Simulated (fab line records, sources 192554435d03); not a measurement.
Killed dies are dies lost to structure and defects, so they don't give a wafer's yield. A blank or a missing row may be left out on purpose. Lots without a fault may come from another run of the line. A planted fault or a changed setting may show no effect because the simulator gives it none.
Which tool did it? | flow n5_finfet | 24 lots, 72 wafers sampled, at 6 steps of a route of 1938

WHAT THE GAUGES READ, wafer by wafer
The record holds no reading of a measuring or inspecting step that can be judged against a usual standard deviation.

WHICH TOOL RAN EACH LOT (tool, then ch and the chambers of the sampled wafers, then the start)
lot  | N5_BEOL_M0_ANNEAL_117        | N5_BEOL_M1_ILD_DEP_00           | N5_BEOL_M1_DESCUM_33               | N5_BEOL_M1_SPUTTER_90        | N5_BEOL_M1_ANNEAL_91         | N5_BEOL_M1_ANNEAL_93
L074 | pvd_sputter-03, day 5 21:49  | pecvd-01 ch 0,1, day 5 23:18    | rie_diel-04 ch 0,2,3, day 6 01:37  | pvd_sputter-03, day 6 06:57  | pvd_sputter-03, day 6 07:02  | pvd_sputter-03, day 6 07:15
L075 | pvd_sputter-03, day 6 03:22  | pecvd-01 ch 0,1,2, day 6 04:49  | rie_diel-04 ch 0,3, day 6 08:08    | pvd_sputter-03, day 6 13:25  | pvd_sputter-03, day 6 13:30  | pvd_sputter-03, day 6 13:43
L076 | pvd_sputter-03, day 6 11:58  | pecvd-01 ch 0,1,2, day 6 13:25  | rie_diel-04 ch 1,2,3, day 6 17:55  | pvd_sputter-02, day 6 23:11  | pvd_sputter-02, day 6 23:16  | pvd_sputter-02, day 6 23:29
L077 | pvd_sputter-01, day 6 18:47  | pecvd-04 ch 0,1, day 6 20:22    | rie_diel-06 ch 1,2, day 7 01:28    | pvd_sputter-03, day 7 04:02  | pvd_sputter-03, day 7 04:07  | pvd_sputter-03, day 7 04:20
L078 | pvd_sputter-01, day 6 20:02  | pecvd-04 ch 0,2, day 6 21:31    | rie_diel-04 ch 1,2,3, day 7 02:32  | pvd_sputter-01, day 7 08:54  | pvd_sputter-01, day 7 08:59  | pvd_sputter-01, day 7 09:12
L079 | pvd_sputter-03, day 7 02:06  | pecvd-04 ch 0,1, day 7 03:47    | rie_diel-04 ch 0,2, day 7 06:20    | pvd_sputter-01, day 7 12:04  | pvd_sputter-01, day 7 12:08  | pvd_sputter-01, day 7 12:22
L080 | pvd_sputter-01, day 7 12:55  | pecvd-01 ch 1,2, day 7 14:47    | rie_diel-06 ch 0,3, day 7 19:53    | pvd_sputter-02, day 8 01:16  | pvd_sputter-02, day 8 01:20  | pvd_sputter-02, day 8 01:34
L081 | pvd_sputter-01, day 7 14:10  | pecvd-01 ch 0,1, day 7 16:19    | rie_diel-06 ch 0,1,2, day 7 20:05  | pvd_sputter-01, day 8 06:01  | pvd_sputter-01, day 8 06:07  | pvd_sputter-01, day 8 06:21
L082 | pvd_sputter-03, day 8 04:49  | pecvd-02 ch 0,1,2, day 8 06:12  | rie_diel-06 ch 1,2, day 8 08:52    | pvd_sputter-03, day 8 14:31  | pvd_sputter-03, day 8 14:35  | pvd_sputter-03, day 8 14:49
L083 | pvd_sputter-03, day 8 05:15  | pecvd-04 ch 0,1,2, day 8 06:50  | rie_diel-06 ch 0,1,2, day 8 09:03  | pvd_sputter-01, day 8 14:24  | pvd_sputter-01, day 8 14:29  | pvd_sputter-01, day 8 14:44
L084 | pvd_sputter-03, day 8 20:31  | pecvd-04 ch 1,2, day 8 21:55    | rie_diel-02 ch 0,3, day 9 00:22    | pvd_sputter-01, day 9 14:41  | pvd_sputter-01, day 9 14:51  | pvd_sputter-01, day 9 15:17
L085 | pvd_sputter-03, day 9 07:46  | pecvd-01 ch 0,1, day 9 09:10    | rie_diel-02 ch 0,3, day 9 11:46    | pvd_sputter-01, day 9 19:34  | pvd_sputter-01, day 9 19:44  | pvd_sputter-01, day 9 20:10
L086 | pvd_sputter-01, day 9 11:32  | pecvd-02 ch 0,2, day 9 13:19    | rie_diel-02 ch 0,1,2, day 9 17:35  | pvd_sputter-03, day 9 23:21  | pvd_sputter-03, day 9 23:26  | pvd_sputter-03, day 9 23:39
L088 | pvd_sputter-02, day 9 14:41  | pecvd-01 ch 0,1, day 9 16:06    | rie_diel-06 ch 0,2, day 9 18:04    | pvd_sputter-03, day 10 02:11 | pvd_sputter-03, day 10 02:16 | pvd_sputter-03, day 10 02:29
L087 | pvd_sputter-02, day 9 15:07  | pecvd-04 ch 0,1, day 9 16:31    | rie_diel-02 ch 0,1, day 9 18:39    | pvd_sputter-02, day 9 23:43  | pvd_sputter-02, day 9 23:48  | pvd_sputter-02, day 10 00:01
L089 | pvd_sputter-02, day 9 19:04  | pecvd-02 ch 0,1,2, day 9 20:37  | rie_diel-06 ch 0,3, day 9 23:04    | pvd_sputter-03, day 10 04:02 | pvd_sputter-03, day 10 04:07 | pvd_sputter-03, day 10 04:20
L090 | pvd_sputter-02, day 9 21:56  | pecvd-02 ch 0,2, day 9 23:20    | rie_diel-04 ch 0,1,3, day 10 02:01 | pvd_sputter-02, day 10 10:42 | pvd_sputter-02, day 10 10:47 | pvd_sputter-02, day 10 11:00
L091 | pvd_sputter-01, day 10 07:10 | pecvd-01 ch 0,1, day 10 08:36   | rie_diel-06 ch 0,1,3, day 10 10:29 | pvd_sputter-02, day 10 14:17 | pvd_sputter-02, day 10 14:22 | pvd_sputter-02, day 10 14:35
L092 | pvd_sputter-02, day 10 11:31 | pecvd-01 ch 1,2, day 10 12:56   | rie_diel-06 ch 0,2,3, day 10 16:47 | pvd_sputter-03, day 10 23:44 | pvd_sputter-03, day 10 23:49 | pvd_sputter-03, day 11 00:02
L093 | pvd_sputter-03, day 10 19:41 | pecvd-01 ch 0,1,2, day 10 21:18 | rie_diel-06 ch 0,2,3, day 11 00:46 | pvd_sputter-03, day 11 04:44 | pvd_sputter-03, day 11 04:49 | pvd_sputter-03, day 11 05:02
L094 | pvd_sputter-01, day 11 02:14 | pecvd-02 ch 1,2, day 11 03:38   | rie_diel-06 ch 1,3, day 11 07:49   | pvd_sputter-01, day 11 13:32 | pvd_sputter-01, day 11 13:37 | pvd_sputter-01, day 11 13:50
L095 | pvd_sputter-01, day 11 03:49 | pecvd-01 ch 1,2, day 11 05:12   | rie_diel-06 ch 0,2, day 11 08:04   | pvd_sputter-03, day 11 13:43 | pvd_sputter-03, day 11 13:47 | pvd_sputter-03, day 11 14:01
L096 | pvd_sputter-02, day 11 08:08 | pecvd-02 ch 0,1,2, day 11 10:01 | rie_diel-02 ch 1,2, day 11 12:47   | pvd_sputter-03, day 12 04:07 | pvd_sputter-03, day 12 04:11 | pvd_sputter-03, day 12 04:25
L097 | pvd_sputter-01, day 11 19:22 | pecvd-02 ch 0,1,2, day 11 20:46 | rie_diel-04 ch 1,2,3, day 12 04:27 | pvd_sputter-03, day 12 15:33 | pvd_sputter-03, day 12 15:38 | pvd_sputter-03, day 12 15:51
- N5_BEOL_M0_ANNEAL_117: time 60 s.
- N5_BEOL_M1_ILD_DEP_00: deposits SiOC from DEMS/O2, target thk 79 nm, time 15.3 s.
- N5_BEOL_M1_DESCUM_33: chemistry O2, time 7 s.
- N5_BEOL_M1_SPUTTER_90: material Cu, target thk 4.5 nm, time 8.29 s.
- N5_BEOL_M1_ANNEAL_91: time 240 s.
- N5_BEOL_M1_ANNEAL_93: time 240 s.

WHAT THE TOOLS THEMSELVES READ (means of the sampled wafers that have a number; where no wafer has one, the mark that the record gives instead)
N5_BEOL_M0_ANNEAL_117. Usual: heater_power_w 806 W, standard deviation 84.
lot  | tool           | heater_power_w (W) | flag
L074 | pvd_sputter-03 | 887                |
L075 | pvd_sputter-03 | 813                |
L076 | pvd_sputter-03 | 734                |
L077 | pvd_sputter-01 | 770                |
L078 | pvd_sputter-01 | 848                |
L079 | pvd_sputter-03 | 805                |
L080 | pvd_sputter-01 | 876                |
L081 | pvd_sputter-01 | 845                |
L082 | pvd_sputter-03 | 825                |
L083 | pvd_sputter-03 | 811                |
L084 | pvd_sputter-03 | 738                |
L085 | pvd_sputter-03 | 691                |
L086 | pvd_sputter-01 | 816                |
L088 | pvd_sputter-02 | 839                |
L087 | pvd_sputter-02 | 745                |
L089 | pvd_sputter-02 | 803                |
L090 | pvd_sputter-02 | 792                |
L091 | pvd_sputter-01 | 797                |
L092 | pvd_sputter-02 | 774                |
L093 | pvd_sputter-03 | 792                |
L094 | pvd_sputter-01 | 835                |
L095 | pvd_sputter-01 | 864                |
L096 | pvd_sputter-02 | 773                |
L097 | pvd_sputter-01 | 869                |

N5_BEOL_M1_ILD_DEP_00. Usual: chamber_pressure_Torr 5.000 Torr, standard deviation 0.012; heater_power_w 451 W, standard deviation 58; rf_fwd_power_W 494.3 W, standard deviation 1.9; showerhead_plenum_p_Torr 5.692 Torr, standard deviation 0.013; throttle_valve_pct 12.0 %, standard deviation 0.84.
lot  | tool     | chamber_pressure_Torr (Torr) | heater_power_w (W) | rf_fwd_power_W (W) | showerhead_plenum_p_Torr (Torr) | throttle_valve_pct (%) | flag
L074 | pecvd-01 | 4.997                        | 412                | 495.9              | 5.694                           | 12.2                   |
L075 | pecvd-01 | 5.008                        | 434                | 495.5              | 5.694                           | 11.5                   |
L076 | pecvd-01 | 5.014                        | 422                | 495.5              | 5.700                           | 11.4                   |
L077 | pecvd-04 | 4.996                        | 430                | 494.2              | 5.693                           | 12.5                   |
L078 | pecvd-04 | 5.000                        | 390                | 492.0              | 5.677                           | 12.8                   |
L079 | pecvd-04 | 5.004                        | 355                | 495.7              | 5.692                           | 12.7                   |
L080 | pecvd-01 | 4.988                        | 480                | 494.6              | 5.697                           | 11.3                   |
L081 | pecvd-01 | 5.001                        | 415                | 495.1              | 5.706                           | 12.3                   |
L082 | pecvd-02 | 5.002                        | 481                | 493.6              | 5.686                           | 12.1                   |
L083 | pecvd-04 | 5.006                        | 381                | 491.5              | 5.683                           | 12.5                   |
L084 | pecvd-04 | 5.001                        | 402                | 493.6              | 5.689                           | 12.6                   |
L085 | pecvd-01 | 4.993                        | 437                | 496.4              | 5.695                           | 12.3                   |
L086 | pecvd-02 | 5.001                        | 536                | 494.0              | 5.691                           | 12.2                   |
L088 | pecvd-01 | 4.992                        | 468                | 494.3              | 5.684                           | 11.8                   |
L087 | pecvd-04 | 5.005                        | 413                | 495.0              | 5.689                           | 12.5                   |
L089 | pecvd-02 | 5.000                        | 486                | 492.2              | 5.694                           | 12.2                   |
L090 | pecvd-02 | 5.001                        | 483                | 493.8              | 5.683                           | 12.3                   |
L091 | pecvd-01 | 4.996                        | 442                | 496.1              | 5.683                           | 11.8                   |
L092 | pecvd-01 | 4.992                        | 404                | 495.7              | 5.706                           | 12.1                   |
L093 | pecvd-01 | 5.010                        | 451                | 497.3              | 5.691                           | 11.7                   |
L094 | pecvd-02 | 4.997                        | 481                | 494.5              | 5.693                           | 11.8                   |
L095 | pecvd-01 | 5.009                        | 457                | 495.9              | 5.700                           | 12.1                   |
L096 | pecvd-02 | 4.995                        | 517                | 491.4              | 5.688                           | 12.2                   |
L097 | pecvd-02 | 5.003                        | 507                | 493.5              | 5.690                           | 12.2                   |

N5_BEOL_M1_DESCUM_33. Usual: bias_power_w 20.01 W, standard deviation 0.06; drypump_motor_current_A 5.5 A, standard deviation 0.33; oes_product_au 0.78 a.u., standard deviation 0.071; rf_fwd_power_W 49.44 W, standard deviation 0.21; rf_vpp_V 243.4 V, standard deviation 1.4; showerhead_plenum_p_Torr 2.12 Torr, standard deviation 0.07; throttle_valve_pct 20.51 %, standard deviation 0.21.
lot  | tool        | bias_power_w (W) | drypump_motor_current_A (A) | oes_product_au (a.u.) | rf_fwd_power_W (W) | rf_vpp_V (V) | showerhead_plenum_p_Torr (Torr) | throttle_valve_pct (%) | flag
L074 | rie_diel-04 | 19.97            | 5.6                         | 0.78                  | 49.56              | 242.5        | 2.10                            | 20.50                  |
L075 | rie_diel-04 | 19.96            | 5.5                         | 0.78                  | 49.49              | 244.1        | 2.15                            | 20.56                  |
L076 | rie_diel-04 | 20.01            | 5.4                         | 0.72                  | 49.41              | 242.9        | 2.09                            | 20.54                  |
L077 | rie_diel-06 | 20.01            | 5.9                         | 0.80                  | 49.62              | 243.5        | 2.09                            | 20.52                  |
L078 | rie_diel-04 | 20.01            | 5.4                         | 0.72                  | 49.45              | 243.6        | 2.09                            | 20.54                  |
L079 | rie_diel-04 | 20.03            | 5.6                         | 0.82                  | 49.53              | 243.0        | 2.05                            | 20.48                  |
L080 | rie_diel-06 | 19.97            | 5.3                         | 0.83                  | 49.07              | 245.3        | 2.20                            | 20.19                  |
L081 | rie_diel-06 | 20.02            | 5.7                         | 0.79                  | 49.56              | 243.0        | 2.11                            | 20.51                  |
L082 | rie_diel-06 | 20.02            | 5.6                         | 0.82                  | 49.72              | 242.3        | 2.06                            | 20.57                  |
L083 | rie_diel-06 | 19.95            | 5.7                         | 0.79                  | 49.36              | 242.3        | 2.11                            | 20.51                  |
L084 | rie_diel-02 | 20.01            | 5.4                         | 0.81                  | 49.36              | 244.4        | 2.19                            | 20.78                  |
L085 | rie_diel-02 | 20.02            | 5.1                         | 0.75                  | 49.50              | 242.4        | 2.13                            | 20.82                  |
L086 | rie_diel-02 | 20.02            | 5.5                         | 0.78                  | 49.27              | 243.6        | 2.08                            | 20.60                  |
L088 | rie_diel-06 | 20.02            | 5.8                         | 0.75                  | 49.45              | 244.2        | 2.15                            | 20.49                  |
L087 | rie_diel-02 | 20.03            | 5.6                         | 0.71                  | 49.62              | 242.7        | 2.09                            | 20.80                  |
L089 | rie_diel-06 | 19.93            | 5.5                         | 0.77                  | 49.25              | 244.1        | 2.18                            | 20.34                  |
L090 | rie_diel-04 | 20.04            | 5.3                         | 0.74                  | 49.48              | 242.8        | 2.10                            | 20.62                  |
L091 | rie_diel-06 | 20.01            | 5.4                         | 0.81                  | 49.25              | 244.1        | 2.13                            | 20.40                  |
L092 | rie_diel-06 | 19.99            | 5.6                         | 0.78                  | 49.30              | 243.8        | 2.16                            | 20.35                  |
L093 | rie_diel-06 | 20.10            | 5.6                         | 0.78                  | 49.42              | 244.1        | 2.16                            | 20.35                  |
L094 | rie_diel-06 | 20.04            | 5.3                         | 0.84                  | 49.40              | 244.3        | 2.14                            | 20.28                  |
L095 | rie_diel-06 | 20.04            | 5.8                         | 0.74                  | 49.42              | 243.8        | 2.15                            | 20.48                  |
L096 | rie_diel-02 | 19.99            | 5.9                         | 0.83                  | 49.24              | 243.1        | 2.07                            | 20.38                  |
L097 | rie_diel-04 | 20.01            | 5.4                         | 0.79                  | 49.66              | 243.4        | 2.08                            | 20.44                  |

N5_BEOL_M1_SPUTTER_90. Usual: throttle_valve_pct 29.8 %, standard deviation 1.1.
lot  | tool           | throttle_valve_pct (%) | flag
L074 | pvd_sputter-03 | 30.8                   |
L075 | pvd_sputter-03 | 30.1                   |
L076 | pvd_sputter-02 | 30.0                   |
L077 | pvd_sputter-03 | 30.0                   |
L078 | pvd_sputter-01 | 30.1                   |
L079 | pvd_sputter-01 | 30.6                   |
L080 | pvd_sputter-02 | 29.7                   |
L081 | pvd_sputter-01 | 30.8                   |
L082 | pvd_sputter-03 | 29.6                   |
L083 | pvd_sputter-01 | 30.2                   |
L084 | pvd_sputter-01 | 29.5                   |
L085 | pvd_sputter-01 | 29.8                   |
L086 | pvd_sputter-03 | 29.7                   |
L088 | pvd_sputter-03 | 29.6                   |
L087 | pvd_sputter-02 | 31.0                   |
L089 | pvd_sputter-03 | 30.2                   |
L090 | pvd_sputter-02 | 30.0                   |
L091 | pvd_sputter-02 | 30.6                   |
L092 | pvd_sputter-03 | 30.7                   |
L093 | pvd_sputter-03 | 30.1                   |
L094 | pvd_sputter-01 | 29.7                   |
L095 | pvd_sputter-03 | 29.9                   |
L096 | pvd_sputter-03 | 29.0                   |
L097 | pvd_sputter-03 | 29.1                   |

N5_BEOL_M1_ANNEAL_91. Usual: heater_power_w 801 W, standard deviation 87.
lot  | tool           | heater_power_w (W) | flag
L074 | pvd_sputter-03 | 704                |
L075 | pvd_sputter-03 | 811                |
L076 | pvd_sputter-02 | 795                |
L077 | pvd_sputter-03 | 736                |
L078 | pvd_sputter-01 | 832                |
L079 | pvd_sputter-01 | 889                |
L080 | pvd_sputter-02 | 819                |
L081 | pvd_sputter-01 | 897                |
L082 | pvd_sputter-03 | 866                |
L083 | pvd_sputter-01 | 861                |
L084 | pvd_sputter-01 | 846                |
L085 | pvd_sputter-01 | 788                |
L086 | pvd_sputter-03 | 785                |
L088 | pvd_sputter-03 | 698                |
L087 | pvd_sputter-02 | 746                |
L089 | pvd_sputter-03 | 820                |
L090 | pvd_sputter-02 | 795                |
L091 | pvd_sputter-02 | 728                |
L092 | pvd_sputter-03 | 792                |
L093 | pvd_sputter-03 | 740                |
L094 | pvd_sputter-01 | 818                |
L095 | pvd_sputter-03 | 819                |
L096 | pvd_sputter-03 | 811                |
L097 | pvd_sputter-03 | 753                |

N5_BEOL_M1_ANNEAL_93. Usual: heater_power_w 800 W, standard deviation 87.
lot  | tool           | heater_power_w (W) | flag
L074 | pvd_sputter-03 | 714                |
L075 | pvd_sputter-03 | 816                |
L076 | pvd_sputter-02 | 784                |
L077 | pvd_sputter-03 | 735                |
L078 | pvd_sputter-01 | 837                |
L079 | pvd_sputter-01 | 893                |
L080 | pvd_sputter-02 | 806                |
L081 | pvd_sputter-01 | 882                |
L082 | pvd_sputter-03 | 868                |
L083 | pvd_sputter-01 | 854                |
L084 | pvd_sputter-01 | 844                |
L085 | pvd_sputter-01 | 786                |
L086 | pvd_sputter-03 | 785                |
L088 | pvd_sputter-03 | 699                |
L087 | pvd_sputter-02 | 737                |
L089 | pvd_sputter-03 | 815                |
L090 | pvd_sputter-02 | 794                |
L091 | pvd_sputter-02 | 738                |
L092 | pvd_sputter-03 | 793                |
L093 | pvd_sputter-03 | 733                |
L094 | pvd_sputter-01 | 818                |
L095 | pvd_sputter-03 | 809                |
L096 | pvd_sputter-03 | 804                |
L097 | pvd_sputter-03 | 773                |

THE ANSWER, worked out from the rows above alone
Rule: a lot is off if the mean of its wafers that have a number lies more than 3 standard deviations from the usual mean. A lot without any number at a reading at which 4 lots or more have one is off too. The other lots that the step has rows for count as sound. The gauges are gone through in route order, then the tools' own readings, and for those a lot's mean is taken as printed above. The first step at which some lot is off is used, and at that step the reading that is off furthest; a lot without a number counts as furthest.
No lot is off at any reading shown: from this, nothing can be told.

WHAT THE SIMULATOR HAD PUT IN
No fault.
